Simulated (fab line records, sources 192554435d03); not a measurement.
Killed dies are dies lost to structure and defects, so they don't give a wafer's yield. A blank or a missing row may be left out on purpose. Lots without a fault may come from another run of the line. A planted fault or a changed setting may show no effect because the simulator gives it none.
Chamber matching | flow n5_finfet | N5_SDB_STRIP_21 on rie_diel-06: 4 sister chambers
The step strips in CF4. 8 wafers are shown with their chamber, then 7 later ones without.

WAFERS WITH THEIR CHAMBER
wafer  | chamber | showerhead_plenum_p_Torr (Torr) | throttle_valve_pct (%)
L078.2 | 1       | 1.84                            | 14.1
L078.5 | 3       | 1.80                            | 13.9
L085.6 | 3       | 1.79                            | 13.9
L086.2 | 2       | 1.76                            | 13.3
L086.3 | 0       | 1.77                            | 13.5
L086.6 | 1       | 1.83                            | 13.5
L089.1 | 0       | 1.77                            | 13.5
L089.2 | 2       | 1.76                            | 13.4

WAFERS WITHOUT THEIR CHAMBER
wafer  | showerhead_plenum_p_Torr (Torr) | throttle_valve_pct (%)
L089.6 | 1.76                            | 13.4
L096.3 | 1.78                            | 14.0
L096.4 | 1.75                            | 13.4
L096.5 | 1.75                            | 13.4
L097.2 | 1.83                            | 13.6
L097.4 | 1.76                            | 13.6
L097.5 | 1.83                            | 13.6

WHICH CHAMBER EACH WENT THROUGH
wafer  | from the rows above          | in truth
L089.6 | can't be placed: 2 or 0      | 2
L096.3 | can't be placed: 3 or 0 or 2 | 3
L096.4 | 2                            | 2
L096.5 | 2                            | 2
L097.2 | 1                            | 1
L097.4 | can't be placed: 2 or 0      | 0
L097.5 | 1                            | 1
Placed correctly: 4 of 7. Can't be placed from these rows: 3 (the true chamber is among the candidates in 3). Placed wrongly: 0.
How it was worked out, from the rows above alone: a wafer's distance from a chamber is the root of the sum, over the readings, of the square of ((its reading less the chamber's mean) divided by the reading's scatter). The wafer belongs to the nearest chamber; if the next one is less than 2 further off, it can't be placed. A chamber's mean is the mean of its shown wafers. The scatter: the root of (the sum of the squares of (reading less its chamber's mean) over the shown wafers, divided by (wafers less chambers)).
